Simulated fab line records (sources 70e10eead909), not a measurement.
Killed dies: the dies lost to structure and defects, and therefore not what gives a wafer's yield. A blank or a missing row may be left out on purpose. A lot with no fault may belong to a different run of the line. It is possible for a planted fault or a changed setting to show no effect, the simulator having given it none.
A lot that was struck, set against a sound lot    flow nand harc    38 out of 1302 route steps
Sound: the wafers L874.1, L874.2, L874.3. Wafers L879.3, L879.4, L879.5 were the ones struck. The cause is given at the end.
For every step that has rows: the tool of each side, followed by ch and its chambers, followed by its first start. Under that, the readings that differ: sound wafers    struck wafers    difference of the means    sigmas: that difference in standard deviations of wafers without a fault.
alike: words and numbers the same on both sides, and readings whose means are apart by under 2 such deviations; not compared: readings that were withheld, readings missing a value for some wafer, numbers with overlapping values and no deviation given by the record, and bounds like >300 which may hide the same value.
A row with sigmas, a row that says differs or no value, or rows on one side alone: a step with any of these is where the two part. When numbers do not overlap yet have no deviation, they are printed without sigmas and do not part them. A reading missing from all wafers of one side parts the sides only when that side holds two or more wafers.

first, 10 steps without rows for these wafers: NHARC_A_CHANNEL_HOLE_D1_STRIP_41 (strips in N2/H2); NHARC_A_CHANNEL_HOLE_D1_STRIP_42 (strips in CF4/CHF3); NHARC_A_CHANNEL_HOLE_D1_STRIP_43 (strips in O2/COS); NHARC_A_CHANNEL_HOLE_D1_ETCH_44 (etches the open film in CF4/O2, target depth 140 nm, overetch 14 nm, time 77 s); NHARC_A_CHANNEL_HOLE_D1_STRIP_27 (strips in O2); NHARC_A_CHANNEL_HOLE_D1_PRECLEAN_28 (cleans in SC1); NHARC_A_CHANNEL_HOLE_D1_SRD_29; NHARC_A_CHANNEL_HOLE_D1_XSEM_31; NHARC_A_CHANNEL_FILL_D1_PRECLEAN_00 (cleans in SC1); NHARC_A_CHANNEL_FILL_D1_SRD_01.
NHARC_A_CHANNEL_FILL_D1_ALD_02: deposits SiO2, target thk 6 nm, pulse time 10 s, ald cycles 60.
  sound on ald hk-04 ch 0,1,2, day 11 12:16; struck on ald hk-04 ch 0,3, day 13 19:24
reading     sound     struck    difference  sigmas
ald cycles  60 60 60  77 77 77  +17         
  alike: heater power w, precursor pulse height rel
then, 25 steps without rows for these wafers: NHARC_A_CHANNEL_FILL_D1_ALD_03 (deposits SiNx, target thk 6 nm, pulse time 60 s, ald cycles 58); NHARC_A_CHANNEL_FILL_D1_ALD_14 (deposits SiO2, target thk 2.5 nm, pulse time 10 s, ald cycles 25); NHARC_A_CHANNEL_FILL_D1_ALD_15 (deposits SiNx, target thk 2 nm, pulse time 60 s, ald cycles 19); NHARC_A_CHANNEL_FILL_D1_ALD_16 (deposits SiO2, target thk 1.5 nm, pulse time 10 s, ald cycles 15); NHARC_A_CHANNEL_FILL_D1_ANNEAL_17 (time 1800 s); NHARC_A_CHANNEL_FILL_D1_CVD_18 (deposits poly-Si, target thk 3 nm); NHARC_A_CHANNEL_FILL_D1_ETCHBACK_19 (etches the open film in HBr/Cl2, target depth 5 nm, time 1.7 s); NHARC_A_CHANNEL_FILL_D1_ETCHBACK_20 (etches the open film in C4F8/O2/Ar, target depth 27 nm, time 13.5 s); NHARC_A_CHANNEL_FILL_D1_STRIP_28 (strips in O2, time 20 s); NHARC_A_CHANNEL_FILL_D1_PRECLEAN_21 (cleans in dHF, time 30 s); NHARC_A_CHANNEL_FILL_D1_SRD_23; NHARC_A_CHANNEL_FILL_D1_CVD_05 (deposits poly-Si, target thk 5 nm); NHARC_A_CHANNEL_FILL_D1_ANNEAL_22 (time 7200 s); NHARC_A_CHANNEL_FILL_D1_ALD_25 (deposits SiOx, target thk 60 nm, pulse time 10 s, ald cycles 600); NHARC_A_CHANNEL_FILL_D1_ETCHBACK_08 (etches the open film in C4F8, target depth 220 nm, time 110 s); NHARC_A_CHANNEL_FILL_D1_STRIP_29 (strips in O2, time 20 s); NHARC_A_CHANNEL_FILL_D1_PRECLEAN_30 (cleans in dHF, time 30 s); NHARC_A_CHANNEL_FILL_D1_SRD_31; NHARC_A_CHANNEL_FILL_D1_CVD_09 (deposits poly-Si, target thk 150 nm, time 3000 s); NHARC_A_CHANNEL_FILL_D1_CMP_10 (polishes, target thk 150 nm); NHARC_A_CHANNEL_FILL_D1_SRD_12; NHARC_A_DECK1_JOINT_ETCHBACK_07 (etches the open film in HBr, target depth 105 nm, time 26.9 s); NHARC_A_DECK1_JOINT_ETCH_25 (etches SiO2 in dHF, target depth 0.5 nm); NHARC_A_DECK1_JOINT_ETCH_19 (etches poly-Si in TMAH, target depth 3 nm); NHARC_A_DECK1_JOINT_ETCH_18 (etches SiO2 in dHF, target depth 3 nm).
-- the record jumps here: 15 days lie between the struck wafers' starts before and after (it left off in module A_DECK1_JOINT and takes up again in module END, whose first step shown is number 1301 of the route) --
NHARC_END_WLT_00:
  struck on prober-01, day 29 07:01; sound on prober-02, day 27 00:37
reading                            sound              struck             difference  sigmas
VT_DECK1_MEDIAN_NEAR_BOTTOM_INNER  0.873 0.875 0.877  0.891 0.894 0.892  +0.017      +2
VT_DECK1_MIDDLE                    0.886 0.885 0.883  0.900 0.902 0.900  +0.016      +2
VT_DECK1_MIDDLE_INNER              0.889 0.886 0.889  0.906 0.901 0.907  +0.017      +2
VT_DECK1_TOP_INNER                 0.897 0.895 0.893  0.912 0.919 0.916  +0.021      +3
  alike: VT_DECK1_BOTTOM, VT_DECK1_BOTTOM_INNER, VT_DECK1_MEDIAN_NEAR_BOTTOM, VT_DECK1_TOP, VT_DECK2_BOTTOM, VT_DECK2_BOTTOM_INNER, VT_DECK2_MEDIAN_NEAR_BOTTOM, VT_DECK2_MEDIAN_NEAR_BOTTOM_INNER, VT_DECK2_MIDDLE, VT_DECK2_MIDDLE_INNER, VT_DECK2_TOP, VT_DECK2_TOP_INNER
NHARC_END_SORT_01:
  sound on prober-02 ch 0, day 27 03:38; struck on prober-01 ch 0, day 29 10:38
reading          sound       struck    difference  sigmas
killed at array  98 90 97    46 40 40  -53         -3
killed dies      104 94 100  51 43 43  -54         -3
  alike: killed at other, killed at periphery, killed open, killed short

== WHERE THEY PART ==
Last at NHARC_END_SORT_01 as far as this record goes, first at NHARC_END_WLT_00.

WHY: what had been put in by the simulator
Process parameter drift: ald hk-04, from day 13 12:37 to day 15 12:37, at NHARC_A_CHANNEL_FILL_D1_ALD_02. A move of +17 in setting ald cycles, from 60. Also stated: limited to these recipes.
